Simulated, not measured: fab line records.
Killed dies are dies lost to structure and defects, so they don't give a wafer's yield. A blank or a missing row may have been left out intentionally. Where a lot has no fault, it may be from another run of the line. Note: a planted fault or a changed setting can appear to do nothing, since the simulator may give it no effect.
Chamber matching    flow n5Finfet    N5_DUMMY_GATE_ETCH_23 on rieSi-06: 3 sister chambers
The step etches poly-Si in HBr/Cl2/O2, target depth 41 nm, time 22.3 s. 6 wafers are shown with their chamber, then 5 later ones without.

== WAFERS, EACH WITH ITS CHAMBER ==
wafer   chamber  throttleValvePct (%)  drypumpMotorCurrentA (A)
L082.5  3        37.47                 6.1
L083.1  3        37.50                 6.1
L083.2  1        37.24                 5.0
L083.5  2        36.74                 5.8
L084.1  1        37.25                 4.9
L084.5  2        36.75                 5.8

== WAFERS MISSING THEIR CHAMBER ==
wafer   throttleValvePct (%)  drypumpMotorCurrentA (A)
L084.6  37.25                 5.0
L091.1  37.48                 6.1
L091.3  36.73                 5.8
L095.2  37.25                 5.0
L095.4  37.48                 6.1

== CHAMBER TAKEN BY EACH ==
wafer   from the rows above  in truth
L084.6  1                    1
L091.1  3                    3
L091.3  2                    2
L095.2  1                    1
L095.4  3                    3
5 of 5 placed correctly. Can't be placed from these rows: 0. Number placed wrongly: 0.
How it was worked out, from the rows above alone: a wafer's distance from a chamber is the root of the sum, over the readings, of the square of ((its reading less the chamber's mean) divided by the reading's scatter). The wafer belongs to the nearest chamber; if the next one is less than 2 further off, it can't be placed. Each chamber's mean is taken over the wafers shown for it. How the scatter is found: for the shown wafers, subtract from each reading the mean of its chamber, square and add these, divide the total by (wafers less chambers), then take the root.
